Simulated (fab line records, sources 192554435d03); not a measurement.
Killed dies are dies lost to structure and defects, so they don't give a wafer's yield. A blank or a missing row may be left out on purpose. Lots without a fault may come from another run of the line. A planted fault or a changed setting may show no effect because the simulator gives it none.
Chamber matching | flow n5_finfet | N5_HKMG_FIN_STRIP_92 on rie_diel-04: 4 sister chambers
The step strips SOC in N2/H2, time 20 s. 18 wafers are shown with their chamber, then 9 later ones without.

WAFERS WITH THEIR CHAMBER
wafer  | chamber | throttle_valve_pct (%) | showerhead_plenum_p_Torr (Torr) | oes_product_au (a.u.)
L077.1 | 0       | 19.26                  | 3.36                            | 0.77
L077.4 | 1       | 18.81                  | 3.44                            | 0.89
L077.6 | 0       | 19.26                  | 3.36                            | 0.77
L081.1 | 3       | 18.86                  | 3.46                            | 0.73
L081.2 | 2       | 18.59                  | 3.32                            | 0.71
L081.3 | 1       | 18.83                  | 3.43                            | 0.88
L083.1 | 3       | 18.89                  | 3.46                            | 0.73
L083.2 | 1       | 18.86                  | 3.43                            | 0.87
L083.4 | 0       | 19.27                  | 3.35                            | 0.75
L088.1 | 1       | 18.85                  | 3.43                            | 0.85
L088.2 | 0       | 19.29                  | 3.35                            | 0.74
L088.5 | 2       | 18.62                  | 3.31                            | 0.69
L089.1 | 3       | 18.90                  | 3.45                            | 0.72
L089.5 | 0       | 19.30                  | 3.34                            | 0.75
L089.6 | 3       | 18.89                  | 3.45                            | 0.72
L090.1 | 2       | 18.60                  | 3.31                            | 0.69
L090.3 | 1       | 18.86                  | 3.43                            | 0.85
L090.5 | 2       | 18.61                  | 3.31                            | 0.69

SIGNATURES (means of the wafers above)
reading                  | chamber 0 | chamber 1 | chamber 2 | chamber 3 | scatter within a chamber
throttle_valve_pct       | 19.2760   | 18.8420   | 18.6050   | 18.8850   | 0.0181
showerhead_plenum_p_Torr | 3.3520    | 3.4320    | 3.3125    | 3.4550    | 0.00618
oes_product_au           | 0.7560    | 0.8680    | 0.6950    | 0.7250    | 0.0131
Rule: a wafer's distance from a chamber is the root of the sum, over the readings, of the square of ((its reading less the chamber's mean) divided by the reading's scatter). The wafer belongs to the nearest chamber; if the next one is less than 2 further off, it can't be placed. The scatter: the root of (the sum of the squares of (reading less its chamber's mean) over the shown wafers, divided by (wafers less chambers)).

WAFERS WITHOUT THEIR CHAMBER
wafer  | throttle_valve_pct (%) | showerhead_plenum_p_Torr (Torr) | oes_product_au (a.u.)
L091.2 | 18.61                  | 3.31                            | 0.69
L091.3 | 19.30                  | 3.34                            | 0.74
L091.4 | 18.90                  | 3.45                            | 0.72
L092.1 | 18.62                  | 3.31                            | 0.69
L092.2 | 18.89                  | 3.45                            | 0.72
L092.5 | 18.90                  | 3.45                            | 0.72
L094.2 | 18.90                  | 3.44                            | 0.72
L094.5 | 18.63                  | 3.31                            | 0.69
L094.6 | 18.92                  | 3.44                            | 0.72

WHICH CHAMBER EACH WENT THROUGH
wafer  | from the rows above | in truth
L091.2 | 2                   | 2
L091.3 | 0                   | 0
L091.4 | 3                   | 3
L092.1 | 2                   | 2
L092.2 | 3                   | 3
L092.5 | 3                   | 3
L094.2 | 3                   | 3
L094.5 | 2                   | 2
L094.6 | 3                   | 3
Placed correctly: 9 of 9. Can't be placed from these rows: 0. Placed wrongly: 0.
